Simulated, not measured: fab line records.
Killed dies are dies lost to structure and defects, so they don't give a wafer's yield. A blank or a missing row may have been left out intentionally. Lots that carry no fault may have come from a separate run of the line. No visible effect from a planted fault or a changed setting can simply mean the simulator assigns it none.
Matching of chambers | flow nand-harc | NHARC_A_BLC_CMP_25 on cmp-01: 4 sister chambers
The step polishes, t overpolish 30 s, target thk 150 nm. 4 wafers are shown with their chamber, then 8 later ones without.

WAFERS, EACH WITH ITS CHAMBER
wafer  | chamber | motor-current-A (A)
L088.3 | 3       | 10.2
L089.1 | 0       | 13.4
L089.6 | 1       | 11.7
L090.1 | 2       | 12.2

WAFERS WITHOUT THEIR CHAMBER
wafer  | motor-current-A (A)
L090.3 | 9.9
L090.6 | 11.9
L091.4 | 9.7
L091.5 | 11.5
L091.6 | 12.2
L094.2 | 12.7
L094.4 | 9.9
L094.5 | 11.6

WHICH CHAMBER EACH ONE RAN IN
wafer  | from the rows above          | in truth
L090.3 | 3                            | 3
L090.6 | can't be placed: 1 or 2      | 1
L091.4 | 3                            | 3
L091.5 | can't be placed: 1 or 2      | 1
L091.6 | can't be placed: 2 or 1      | 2
L094.2 | can't be placed: 2 or 0 or 1 | 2
L094.4 | 3                            | 3
L094.5 | can't be placed: 1 or 2      | 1
Correctly placed: 3 of 8. Cannot be placed on the basis of these rows: 5; the candidates contain the true chamber in 5. Number placed wrongly: 0.
How it was worked out, from the rows above alone: a wafer's distance from a chamber is the root of the sum, over the readings, of the square of ((its reading less the chamber's mean) divided by the reading's scatter). If the next closest chamber is less than 2 further off than the closest, the wafer can't be placed; otherwise it belongs to the closest. A chamber's mean is the mean of its shown wafers. The scatter (one wafer shown for each chamber): square how far every hidden wafer sits from the nearest shown wafer, average those squares and take the square root.
